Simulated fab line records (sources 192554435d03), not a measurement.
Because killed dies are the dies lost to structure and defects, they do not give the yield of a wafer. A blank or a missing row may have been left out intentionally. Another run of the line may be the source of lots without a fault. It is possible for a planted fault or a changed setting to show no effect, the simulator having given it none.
Comparing a struck lot with a sound one || flow n5Finfet || 24 steps out of a route of 1938
Sound: these wafers, L328.1, L328.2, L328.5. The struck wafers were L339.2, L339.3, L339.4. Last of all comes the cause.
Per side, at each step with rows, come the tool, then ch with its chambers, and then its first start. Under that, the readings that differ: sound wafers || struck wafers || difference of the means || sigmas: that difference in standard deviations of wafers without a fault.
alike: words and numbers the same on both sides, and readings whose means are apart by under 2 such deviations; not compared: readings that were withheld, readings missing a value for some wafer, numbers with overlapping values and no deviation given by the record, and bounds like >300 which may hide the same value.
The two part at a step that has a row with sigmas, a row that says differs or no value, or rows on one side only. Non-overlapping numbers with no deviation appear without sigmas and do not part them. A reading that every wafer of one side lacks parts them only if that side has two wafers or more.

first, 8 steps without rows for these wafers: N5_BEOL_M5_PRE_CLEAN_77 (time 15 s); N5_BEOL_M5_CO_CAP_78 (material Co, precursor CCTBA/H2, target thk 2 nm, time 102.1 s); N5_BEOL_M5_PRE_CLEAN_55 (time 15 s); N5_BEOL_M5_DEP_56 (deposits SiCN from 3MS/NH3, target thk 8 nm, time 14 s); N5_BEOL_M6_ILD_DEP_00 (deposits SiCOH lowk from DEMS/porogen, target thk 179.75 nm, time 33.4 s); N5_BEOL_M6_CURE_74 (cures SiCOH lowk, time 240 s); N5_BEOL_M6_PECVD_70 (deposits SiO2 from TEOS/O2, target thk 20 nm, time 22.7 s); N5_BEOL_M6_HM_DEP_02 (deposits TiN, target thk 20 nm).
N5_BEOL_M6_COAT_59: time 60 s, resist thk 100 nm.
  sound on lithoTrack-01 ch 0, day 10 02:15; struck on lithoTrack-01 ch 0, day 13 19:11
{"reading": "spinSpeedRpm (rpm)", "sound": "1500.1 1500.5 1501.9", "struck": "1313.4 1314.2 1313.6", "difference": -187.1, "sigmas": "-99 or more"}
{"reading": "model.SOC_of_BEOL_M6_COAT_59.thkNm (nm)", "sound": "100.2 100 100", "struck": "107.2 106.8 107", "difference": "+6.9", "sigmas": ""}
then, 9 steps without rows for these wafers: N5_BEOL_M6_COAT_60 (time 60 s, resist thk 35 nm); N5_BEOL_M6_COAT_05 (resist thk 90 nm); N5_BEOL_M6_EBR_07; N5_BEOL_M6_SOFTBAKE_06 (time 60 s); N5_BEOL_M6_EXPOSE_08 (exposes mask M6); N5_BEOL_M6_PEB_09 (peb time 60 s); N5_BEOL_M6_DEVELOP_10 (develop time 30 s); N5_BEOL_M6_DESCUM_16 (chemistry O2, time 7.9 s); N5_BEOL_M6_ETCH_61 (etches SiARC in CF4, target depth 45.5 nm, time 75.8 s).
N5_BEOL_M6_ETCH_62: etches SOC in N2/H2, target depth 110 nm, overetch 22 nm, time 165 s.
  sound on rieDiel-03 ch 0,2,3, day 10 02:48; struck on rieDiel-03 ch 0,1,2, day 13 19:44
{"reading": "model.etch.depthNm (nm)", "sound": "100.2 100 100", "struck": "107.3 106.9 107", "difference": "+7.0", "sigmas": ""}
  alike: drypumpMotorCurrentA, h2FlowSccm, oesProductAu, rfVppV, showerheadPlenumPTorr, throttleValvePct
  not compared: rfHoursCounterH
then, 2 steps without rows for these wafers: N5_BEOL_M6_STRIP_68 (strips in N2/H2); N5_BEOL_M6_STRIP_67 (strips in CF4).
N5_BEOL_M6_HM_OPEN_17: chemistry Cl2/BCl3, target TiN, target depth 20 nm, overetch 6 nm.
  sound on rieMetal-01 ch 0,1, day 10 02:59; struck on rieMetal-03 ch 0,1, day 13 19:55
{"reading": "model.SOC_of_BEOL_M6_COAT_59.thkNm (nm)", "sound": "92.2 91.8 91.8", "struck": "99.6 99 99.4", "difference": "+7.4", "sigmas": ""}
  alike: drypumpMotorCurrentA, oesProductAu, throttleValvePct
  not compared: rfHoursCounterH
then, 1 step without rows for these wafers: N5_BEOL_M6_STRIP_19 (strips in O2).
-- the record jumps here: 4 days lie between the struck wafers' starts before and after (it left off in module BEOL_M6 and takes up again in module PASSIVATION, whose first step shown is number 1936 of the route) --
N5_PASSIVATION_PROBE_49:
  record: rows for the struck wafers here (prober-01, day 18 01:04), none for the sound ones

## WHERE THEY PART
At N5_BEOL_M6_COAT_59 first; at N5_PASSIVATION_PROBE_49 last (within this record only).

WHY: what the simulator had put in
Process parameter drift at N5_BEOL_M6_COAT_59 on lithoTrack-01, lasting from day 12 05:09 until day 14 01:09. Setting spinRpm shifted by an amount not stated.
